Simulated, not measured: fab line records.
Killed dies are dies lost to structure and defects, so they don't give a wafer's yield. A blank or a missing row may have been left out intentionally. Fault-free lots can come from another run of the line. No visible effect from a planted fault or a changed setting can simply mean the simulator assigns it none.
fab line records / flow nandHarc
record: lots: 7 wafers: 20 lastDay: 33
route steps=1302 shown A_ZERO_WELL@412 A_SOURCE_PLATE@413 A_ONON_D1@424 END@1302
lots untouched by any fault: they come from a run of this same line in which no faults occurred
startH: start of the lot's first displayed wafer, in hours after the record's first day / waitH: hours since the lot's step before / " same as the row above / L1.1+2: a single row standing in for several wafers / - no value, or no start given / * or withheld: withheld / < > ~ a bound
route shown NAME@n: NAME is a module with steps in the file, n the number in the route of the first one / usual: mean/standard deviation of fault-free wafers / same: alike in all rows / chamber/n: place in a boat / sites: each site's reading / _std_site: the standard deviation of these / _edge_site: mean of outer sites minus mean of inner sites / radiusMm: for every site, how far away it sits from the centre of the wafer / mask NAME#n: copy n / behind: the most recent tool/chamber to have shaped the wafer / hold: reason for holding the lot/hours on hold/outcome of the hold / device: which transistor (n, p or np) failed to switch / end of line: at the end of the route, the tests of the same wafers / a step with no rows: only its recipe / killed: count of dies lost to structure and defects at first sort (not the wafer's yield) / map: dies across one wafer; x = killed, . = not, _ = none there
set.NAME: the setting as run; set.NAME@STEP: as run at that earlier step / model.NAME: the simulator's own value behind a step, which no gauge read
lots at selected steps of the route; one table per step, one row per wafer
services: when a tool's chamber went out of use (startH, in hours from the record's first day, below 0 if earlier), for how many hours, and the reason
== steps ==
step: NHARC_A_ZERO_WELL_INSPECT_17
usual: rawDefectCount: 11/5.9
lot.wafer=L179.2 tool=defectInspect-01 chamber=- startH=182.18 waitH=0.1 rawDefectCount=10
lot.wafer=L179.4 tool=defectInspect-01 chamber=- startH=182.18 waitH=0.1 rawDefectCount=7
lot.wafer=L179.5 tool=defectInspect-01 chamber=- startH=182.18 waitH=0.1 rawDefectCount=9
lot.wafer=L184.1 tool=defectInspect-01 chamber=- startH=228.77 waitH=0.2 rawDefectCount=7
lot.wafer=L184.2 tool=defectInspect-01 chamber=- startH=228.77 waitH=0.2 rawDefectCount=12
lot.wafer=L184.5 tool=defectInspect-01 chamber=- startH=228.77 waitH=0.2 rawDefectCount=6
lot.wafer=L187.3 tool=defectInspect-01 chamber=- startH=263.48 waitH=0.1 rawDefectCount=10
lot.wafer=L187.4 tool=defectInspect-01 chamber=- startH=263.48 waitH=0.1 rawDefectCount=14
lot.wafer=L187.5 tool=defectInspect-01 chamber=- startH=263.48 waitH=0.1 rawDefectCount=18
lot.wafer=L189.1 tool=defectInspect-01 chamber=- startH=289.95 waitH=0.2 rawDefectCount=6
lot.wafer=L189.4 tool=defectInspect-01 chamber=- startH=289.95 waitH=0.2 rawDefectCount=2
lot.wafer=L189.5 tool=defectInspect-01 chamber=- startH=289.95 waitH=0.2 rawDefectCount=9
lot.wafer=L191.4 tool=defectInspect-01 chamber=- startH=306.61 waitH=0.1 rawDefectCount=5
lot.wafer=L191.6 tool=defectInspect-01 chamber=- startH=306.61 waitH=0.1 rawDefectCount=3
lot.wafer=L192.2 tool=defectInspect-02 chamber=- startH=314.33 waitH=0.1 rawDefectCount=6
lot.wafer=L192.3 tool=defectInspect-02 chamber=- startH=314.33 waitH=0.1 rawDefectCount=4
lot.wafer=L192.4 tool=defectInspect-02 chamber=- startH=314.33 waitH=0.1 rawDefectCount=19
lot.wafer=L197.1 tool=defectInspect-01 chamber=- startH=356.92 waitH=0.2 rawDefectCount=15
lot.wafer=L197.3 tool=defectInspect-01 chamber=- startH=356.92 waitH=0.2 rawDefectCount=15
lot.wafer=L197.5 tool=defectInspect-01 chamber=- startH=356.92 waitH=0.2 rawDefectCount=14
step: NHARC_A_SOURCE_PLATE_PRECLEAN_00
recipe: timeS: 60 chemistry: HF-LAST
step: NHARC_A_SOURCE_PLATE_SRD_01
step: NHARC_A_SOURCE_PLATE_OXIDE_02
recipe: targetThkA: 100 tempC: 900 oxTimeS: 1362 material: SiO2
step: NHARC_A_SOURCE_PLATE_THK_MEAS_09
recipe: thkMeasGauge: ellipsometry
usual: thkNm: 9.8/1
lot.wafer=L179.2 tool=filmMetro-01 chamber=- startH=189.02 waitH=0.4 thkNm=10.1
lot.wafer=L179.4 tool=filmMetro-01 chamber=- startH=189.02 waitH=0.4 thkNm=9.9
lot.wafer=L179.5 tool=filmMetro-01 chamber=- startH=189.02 waitH=0.4 thkNm=8.7
lot.wafer=L184.1 tool=filmMetro-01 chamber=- startH=236.54 waitH=0.4 thkNm=10.4
lot.wafer=L184.2 tool=filmMetro-01 chamber=- startH=236.54 waitH=0.4 thkNm=9.1
lot.wafer=L184.5 tool=filmMetro-01 chamber=- startH=236.54 waitH=0.4 thkNm=10.0
lot.wafer=L187.3 tool=filmMetro-01 chamber=- startH=270.80 waitH=0.4 thkNm=9.1
lot.wafer=L187.4 tool=filmMetro-01 chamber=- startH=270.80 waitH=0.4 thkNm=9.6
lot.wafer=L187.5 tool=filmMetro-01 chamber=- startH=270.80 waitH=0.4 thkNm=10.0
lot.wafer=L189.1 tool=filmMetro-01 chamber=- startH=296.75 waitH=0.4 thkNm=10.1
lot.wafer=L189.4 tool=filmMetro-01 chamber=- startH=296.75 waitH=0.4 thkNm=10.8
lot.wafer=L189.5 tool=filmMetro-01 chamber=- startH=296.75 waitH=0.4 thkNm=11.8
lot.wafer=L191.4 tool=filmMetro-01 chamber=- startH=313.42 waitH=0.4 thkNm=9.6
lot.wafer=L191.6 tool=filmMetro-01 chamber=- startH=313.42 waitH=0.4 thkNm=9.3
lot.wafer=L192.2 tool=filmMetro-02 chamber=- startH=321.79 waitH=0.4 thkNm=9.7
lot.wafer=L192.3 tool=filmMetro-02 chamber=- startH=321.79 waitH=0.4 thkNm=9.9
lot.wafer=L192.4 tool=filmMetro-02 chamber=- startH=321.79 waitH=0.4 thkNm=10.8
lot.wafer=L197.1 tool=filmMetro-02 chamber=- startH=364.22 waitH=0.4 thkNm=10.7
lot.wafer=L197.3 tool=filmMetro-02 chamber=- startH=364.22 waitH=0.4 thkNm=9.1
lot.wafer=L197.5 tool=filmMetro-02 chamber=- startH=364.22 waitH=0.4 thkNm=9.6
step: NHARC_A_SOURCE_PLATE_PVD_04
recipe: targetThkA: 500 material: WSi2
step: NHARC_A_SOURCE_PLATE_CVD_03
recipe: targetThkA: 2000 tempC: 620 pressureMtorr: 200 timeS: 4000 material: poly-Si
step: NHARC_A_SOURCE_PLATE_ANNEAL_05
recipe: tempC: 850 timeS: 1800
step: NHARC_A_SOURCE_PLATE_THK_MEAS_06
recipe: thkMeasGauge: ellipsometry
usual: thkNm: 199.1/2
lot.wafer=L179.2 tool=filmMetro-02 chamber=- startH=203.40 waitH=0.4 thkNm=201.5
lot.wafer=L179.4 tool=filmMetro-02 chamber=- startH=203.40 waitH=0.4 thkNm=202.9
lot.wafer=L179.5 tool=filmMetro-02 chamber=- startH=203.40 waitH=0.4 thkNm=199.9
lot.wafer=L184.1 tool=filmMetro-01 chamber=- startH=249.12 waitH=0.4 thkNm=201.8
lot.wafer=L184.2 tool=filmMetro-01 chamber=- startH=249.12 waitH=0.4 thkNm=198.7
lot.wafer=L184.5 tool=filmMetro-01 chamber=- startH=249.12 waitH=0.4 thkNm=199.8
lot.wafer=L187.3 tool=filmMetro-02 chamber=- startH=283.70 waitH=0.4 thkNm=198.1
lot.wafer=L187.4 tool=filmMetro-02 chamber=- startH=283.70 waitH=0.4 thkNm=199.2
lot.wafer=L187.5 tool=filmMetro-02 chamber=- startH=283.70 waitH=0.4 thkNm=198.0
lot.wafer=L189.1 tool=filmMetro-01 chamber=- startH=309.64 waitH=0.4 thkNm=197.7
lot.wafer=L189.4 tool=filmMetro-01 chamber=- startH=309.64 waitH=0.4 thkNm=201.3
lot.wafer=L189.5 tool=filmMetro-01 chamber=- startH=309.64 waitH=0.4 thkNm=200.2
lot.wafer=L191.4 tool=filmMetro-01 chamber=- startH=330.17 waitH=0.4 thkNm=196.5
lot.wafer=L191.6 tool=filmMetro-01 chamber=- startH=330.17 waitH=0.4 thkNm=197.6
lot.wafer=L192.2 tool=filmMetro-01 chamber=- startH=334.69 waitH=0.4 thkNm=202.6
lot.wafer=L192.3 tool=filmMetro-01 chamber=- startH=334.69 waitH=0.4 thkNm=202.3
lot.wafer=L192.4 tool=filmMetro-01 chamber=- startH=334.69 waitH=0.4 thkNm=201.8
lot.wafer=L197.1 tool=filmMetro-01 chamber=- startH=379.32 waitH=0.4 thkNm=197.8
lot.wafer=L197.3 tool=filmMetro-01 chamber=- startH=379.32 waitH=0.4 thkNm=200.1
lot.wafer=L197.5 tool=filmMetro-01 chamber=- startH=379.32 waitH=0.4 thkNm=197.6
step: NHARC_A_SOURCE_PLATE_INSPECT_08
usual: rawDefectCount: 58/22
lot.wafer=L179.2 tool=defectInspect-01 chamber=- startH=203.50 waitH=0.0 rawDefectCount=58
lot.wafer=L179.4 tool=defectInspect-01 chamber=- startH=203.50 waitH=0.0 rawDefectCount=58
lot.wafer=L179.5 tool=defectInspect-01 chamber=- startH=203.50 waitH=0.0 rawDefectCount=35
lot.wafer=L184.1 tool=defectInspect-02 chamber=- startH=249.20 waitH=0.0 rawDefectCount=42
lot.wafer=L184.2 tool=defectInspect-02 chamber=- startH=249.20 waitH=0.0 rawDefectCount=30
lot.wafer=L184.5 tool=defectInspect-02 chamber=- startH=249.20 waitH=0.0 rawDefectCount=64
lot.wafer=L187.3 tool=defectInspect-02 chamber=- startH=283.76 waitH=0.0 rawDefectCount=54
lot.wafer=L187.4 tool=defectInspect-02 chamber=- startH=283.76 waitH=0.0 rawDefectCount=44
lot.wafer=L187.5 tool=defectInspect-02 chamber=- startH=283.76 waitH=0.0 rawDefectCount=75
lot.wafer=L189.1 tool=defectInspect-02 chamber=- startH=309.70 waitH=0.0 rawDefectCount=32
lot.wafer=L189.4 tool=defectInspect-02 chamber=- startH=309.70 waitH=0.0 rawDefectCount=53
lot.wafer=L189.5 tool=defectInspect-02 chamber=- startH=309.70 waitH=0.0 rawDefectCount=75
lot.wafer=L191.4 tool=defectInspect-02 chamber=- startH=330.28 waitH=0.0 rawDefectCount=72
lot.wafer=L191.6 tool=defectInspect-02 chamber=- startH=330.28 waitH=0.0 rawDefectCount=53
lot.wafer=L192.2 tool=defectInspect-02 chamber=- startH=334.80 waitH=0.0 rawDefectCount=102
lot.wafer=L192.3 tool=defectInspect-02 chamber=- startH=334.80 waitH=0.0 rawDefectCount=107
lot.wafer=L192.4 tool=defectInspect-02 chamber=- startH=334.80 waitH=0.0 rawDefectCount=65
lot.wafer=L197.1 tool=defectInspect-02 chamber=- startH=379.40 waitH=0.1 rawDefectCount=64
lot.wafer=L197.3 tool=defectInspect-02 chamber=- startH=379.40 waitH=0.1 rawDefectCount=65
lot.wafer=L197.5 tool=defectInspect-02 chamber=- startH=379.40 waitH=0.1 rawDefectCount=57
step: NHARC_A_ONON_D1_DEP_00
recipe: targetThkA: 10000 n2FlowSccm: 2750 n2oFlowSccm: 2000 nh3FlowSccm: 500 sih4FlowSccm: 210 tempC: 400
lot.wafer=L179.2+4+5 tool=pecvdOnon-02 chamber=0 startH=203.63 waitH=0.1
lot.wafer=L184.1+2+5 tool=pecvdOnon-02 chamber=0 startH=249.27 waitH=0.1
lot.wafer=L187.3+4+5 tool=pecvdOnon-01 chamber=0 startH=283.94 waitH=0.2
lot.wafer=L189.1+4+5 tool=pecvdOnon-01 chamber=0 startH=309.77 waitH=0.1
lot.wafer=L191.4+6 tool=pecvdOnon-01 chamber=0 startH=330.52 waitH=0.2
lot.wafer=L192.2+3+4 tool=pecvdOnon-01 chamber=0 startH=334.92 waitH=0.1
lot.wafer=L197.1+3+5 tool=pecvdOnon-04 chamber=0 startH=379.49 waitH=0.1
step: NHARC_A_ONON_D1_THK_MEAS_02
recipe: thkMeasGauge: ellipsometry
usual: thkNm: 1002/9.1
lot.wafer=L179.2 tool=filmMetro-01 chamber=- startH=204.08 waitH=- thkNm=1011
lot.wafer=L179.4 tool=filmMetro-01 chamber=- startH=204.08 waitH=- thkNm=1010
lot.wafer=L179.5 tool=filmMetro-01 chamber=- startH=204.08 waitH=- thkNm=1010
lot.wafer=L184.1 tool=filmMetro-01 chamber=- startH=249.78 waitH=- thkNm=1002
lot.wafer=L184.2 tool=filmMetro-01 chamber=- startH=249.78 waitH=- thkNm=1001
lot.wafer=L184.5 tool=filmMetro-01 chamber=- startH=249.78 waitH=- thkNm=1001
lot.wafer=L187.3 tool=filmMetro-01 chamber=- startH=284.34 waitH=- thkNm=1006
lot.wafer=L187.4 tool=filmMetro-01 chamber=- startH=284.34 waitH=- thkNm=1008
lot.wafer=L187.5 tool=filmMetro-01 chamber=- startH=284.34 waitH=- thkNm=1008
lot.wafer=L189.1 tool=filmMetro-01 chamber=- startH=310.29 waitH=- thkNm=1556
lot.wafer=L189.4 tool=filmMetro-01 chamber=- startH=310.29 waitH=- thkNm=1555
lot.wafer=L189.5 tool=filmMetro-01 chamber=- startH=310.29 waitH=- thkNm=1003
lot.wafer=L191.4 tool=filmMetro-02 chamber=- startH=330.86 waitH=- thkNm=1547
lot.wafer=L191.6 tool=filmMetro-02 chamber=- startH=330.86 waitH=- thkNm=993
lot.wafer=L192.2 tool=filmMetro-02 chamber=- startH=335.38 waitH=- thkNm=1011
lot.wafer=L192.3 tool=filmMetro-02 chamber=- startH=335.38 waitH=- thkNm=1010
lot.wafer=L192.4 tool=filmMetro-02 chamber=- startH=335.38 waitH=- thkNm=1560
lot.wafer=L197.1 tool=filmMetro-01 chamber=- startH=380.00 waitH=- thkNm=1025
lot.wafer=L197.3 tool=filmMetro-01 chamber=- startH=380.00 waitH=- thkNm=1024
lot.wafer=L197.5 tool=filmMetro-01 chamber=- startH=380.00 waitH=- thkNm=1024
step: NHARC_A_ONON_D1_DEP_03
recipe: targetThkA: 10000 n2FlowSccm: 2750 n2oFlowSccm: 2000 nh3FlowSccm: 500 sih4FlowSccm: 210 tempC: 400
step: NHARC_END_SORT_01
recipe: tempC: 25
usual: killedAtArray: 58/22 killedAtOther: 1.0/1.3 killedAtPeriphery: 5/3.4 killedDies: 64/22 killedOpen: 3.6/1.8 killedShort: 2.4/1.7
same: grossDies: 677
lot.wafer=L189.1 tool=prober-01 chamber=0 startH=702.63 waitH=2.5 killedAtArray=673 killedAtOther=0 killedAtPeriphery=4 killedDies=677 killedOpen=3 killedShort=5
lot.wafer=L189.4 tool=prober-01 chamber=0 startH=705.06 waitH=3.4 killedAtArray=673 killedAtOther=1 killedAtPeriphery=3 killedDies=677 killedOpen=3 killedShort=2
lot.wafer=L191.4 tool=prober-01 chamber=0 startH=720.73 waitH=3.4 killedAtArray=671 killedAtOther=1 killedAtPeriphery=5 killedDies=677 killedOpen=3 killedShort=2
lot.wafer=L192.4 tool=prober-02 chamber=0 startH=725.83 waitH=3.4 killedAtArray=668 killedAtOther=1 killedAtPeriphery=8 killedDies=677 killedOpen=6 killedShort=2
killed by level:class
L189.1 A_ONON_D1:areaDep=631 A_CHANNEL_HOLE_D2:chamberFilmFlake=11 A_CHANNEL_HOLE_D1:chamberFilmFlake=10 A_SLIT:chamberFilmFlake=6 P_M2:chamberFilmFlake=3 A_STAIRCASE:chamberFilmFlake=3 A_CONTACT:chamberFilmFlake=3 A_ONON_D1:geometricParticle:short=2
L189.4 A_ONON_D1:areaDep=625 A_CHANNEL_HOLE_D2:chamberFilmFlake=26 A_CHANNEL_HOLE_D1:chamberFilmFlake=7 A_SLIT:chamberFilmFlake=4 P_M2:chamberFilmFlake=3 A_STAIRCASE:chamberFilmFlake=3 A_CHANNEL_FILL_D2:chamberFilmFlake=2 A_ONON_D1:geometricParticle:open=1
L191.4 A_ONON_D1:areaDep=580 A_CHANNEL_HOLE_D1:chamberFilmFlake=41 A_SLIT:chamberFilmFlake=37 A_BONDPAD:chamberFilmFlake=5 A_DECK1_JOINT:geometricParticle:open=2 P_GATE:chamberFilmFlake=2 P_BONDPAD:chamberFilmFlake=2 A_CONTACT:chamberFilmFlake=2
L192.4 A_ONON_D1:areaDep=602 A_CHANNEL_HOLE_D1:chamberFilmFlake=29 A_CHANNEL_HOLE_D2:chamberFilmFlake=19 P_CONTACT:chamberFilmFlake=6 A_SLIT:chamberFilmFlake=5 A_CONTACT:chamberFilmFlake=5 A_CHANNEL_FILL_D2:geometricParticle:open=2 P_GATE:geometricParticle:open=1
map L189.1 (x killed, . not)
____________x____________
_________xxxxxxx_________
_______xxxxxxxxxxx_______
______xxxxxxxxxxxxx______
_____xxxxxxxxxxxxxxx_____
____xxxxxxxxxxxxxxxxx____
____xxxxxxxxxxxxxxxxx____
___xxxxxxxxxxxxxxxxxxx___
___xxxxxxxxxxxxxxxxxxx___
__xxxxxxxxxxxxxxxxxxxxx__
__xxxxxxxxxxxxxxxxxxxxx__
_xxxxxxxxxxxxxxxxxxxxxxx_
_xxxxxxxxxxxxxxxxxxxxxxx_
_xxxxxxxxxxxxxxxxxxxxxxx_
_xxxxxxxxxxxxxxxxxxxxxxx_
_xxxxxxxxxxxxxxxxxxxxxxx_
xxxxxxxxxxxxxxxxxxxxxxxxx
xxxxxxxxxxxxxxxxxxxxxxxxx
xxxxxxxxxxxxxxxxxxxxxxxxx
xxxxxxxxxxxxxxxxxxxxxxxxx
xxxxxxxxxxxxxxxxxxxxxxxxx
_xxxxxxxxxxxxxxxxxxxxxxx_
_xxxxxxxxxxxxxxxxxxxxxxx_
_xxxxxxxxxxxxxxxxxxxxxxx_
_xxxxxxxxxxxxxxxxxxxxxxx_
_xxxxxxxxxxxxxxxxxxxxxxx_
__xxxxxxxxxxxxxxxxxxxxx__
__xxxxxxxxxxxxxxxxxxxxx__
___xxxxxxxxxxxxxxxxxxx___
___xxxxxxxxxxxxxxxxxxx___
____xxxxxxxxxxxxxxxxx____
____xxxxxxxxxxxxxxxxx____
_____xxxxxxxxxxxxxxx_____
______xxxxxxxxxxxxx______
_______xxxxxxxxxxx_______
_________xxxxxxx_________
____________x____________
map L191.4 (x killed, . not)
____________x____________
_________xxxxxxx_________
_______xxxxxxxxxxx_______
______xxxxxxxxxxxxx______
_____xxxxxxxxxxxxxxx_____
____xxxxxxxxxxxxxxxxx____
____xxxxxxxxxxxxxxxxx____
___xxxxxxxxxxxxxxxxxxx___
___xxxxxxxxxxxxxxxxxxx___
__xxxxxxxxxxxxxxxxxxxxx__
__xxxxxxxxxxxxxxxxxxxxx__
_xxxxxxxxxxxxxxxxxxxxxxx_
_xxxxxxxxxxxxxxxxxxxxxxx_
_xxxxxxxxxxxxxxxxxxxxxxx_
_xxxxxxxxxxxxxxxxxxxxxxx_
_xxxxxxxxxxxxxxxxxxxxxxx_
xxxxxxxxxxxxxxxxxxxxxxxxx
xxxxxxxxxxxxxxxxxxxxxxxxx
xxxxxxxxxxxxxxxxxxxxxxxxx
xxxxxxxxxxxxxxxxxxxxxxxxx
xxxxxxxxxxxxxxxxxxxxxxxxx
_xxxxxxxxxxxxxxxxxxxxxxx_
_xxxxxxxxxxxxxxxxxxxxxxx_
_xxxxxxxxxxxxxxxxxxxxxxx_
_xxxxxxxxxxxxxxxxxxxxxxx_
_xxxxxxxxxxxxxxxxxxxxxxx_
__xxxxxxxxxxxxxxxxxxxxx__
__xxxxxxxxxxxxxxxxxxxxx__
___xxxxxxxxxxxxxxxxxxx___
___xxxxxxxxxxxxxxxxxxx___
____xxxxxxxxxxxxxxxxx____
____xxxxxxxxxxxxxxxxx____
_____xxxxxxxxxxxxxxx_____
______xxxxxxxxxxxxx______
_______xxxxxxxxxxx_______
_________xxxxxxx_________
____________x____________
== services ==
tool=pecvdOnon-02 chamber=- startH=185.00 hours=13.0 kind=pm
tool=pecvdOnon-01 chamber=- startH=269.00 hours=13.0 kind=pm
tool=pecvdOnon-04 chamber=- startH=311.83 hours=13.0 kind=pm
tool=pecvdOnon-02 chamber=- startH=366.00 hours=13.0 kind=pm
== key ==
firstSign: step: NHARC_A_ONON_D1_THK_MEAS_02 reading: thkNm direction: up sigmas: 60 usual: 1002 struck: 1555
effect: step: NHARC_END_SORT_01 reading: killedAtArray direction: up sigmas: 28 usual: 58 struck: 671
moreKillsBornAt: NHARC_A_ONON_D1_DEP_00@pecvdOnon-01: 2438
metAt NHARC_A_ONON_D1_DEP_00
struckWafers L189.1,L189.4,L191.4,L192.4
laterRowsLeftOut L189.1,L189.4,L191.4,L192.4
testerLeftOut L189,L191,L192
onsetBetween 283.94 309.77
fault: kind: processParameterDrift tool: pecvdOnon-01 chamber: - onsetH: 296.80 steps: NHARC_A_ONON_D1_DEP_00 channel: targetThkA offset: * shape: step endH: 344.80 scope: struckWafersOnly actsIn: * stated: *
testerLeftOut: of these lots the tester's yield and bins aren't shown, on N5 and GAA mostly nor the transistor test; their killed dies are dies lost to structure and defects alone, not to doping, threshold or leakage, so they don't give the yield
laterRowsLeftOut: the simulator's readings of these wafers behind a module that went badly wrong aren't trusted and aren't shown, but for the sort
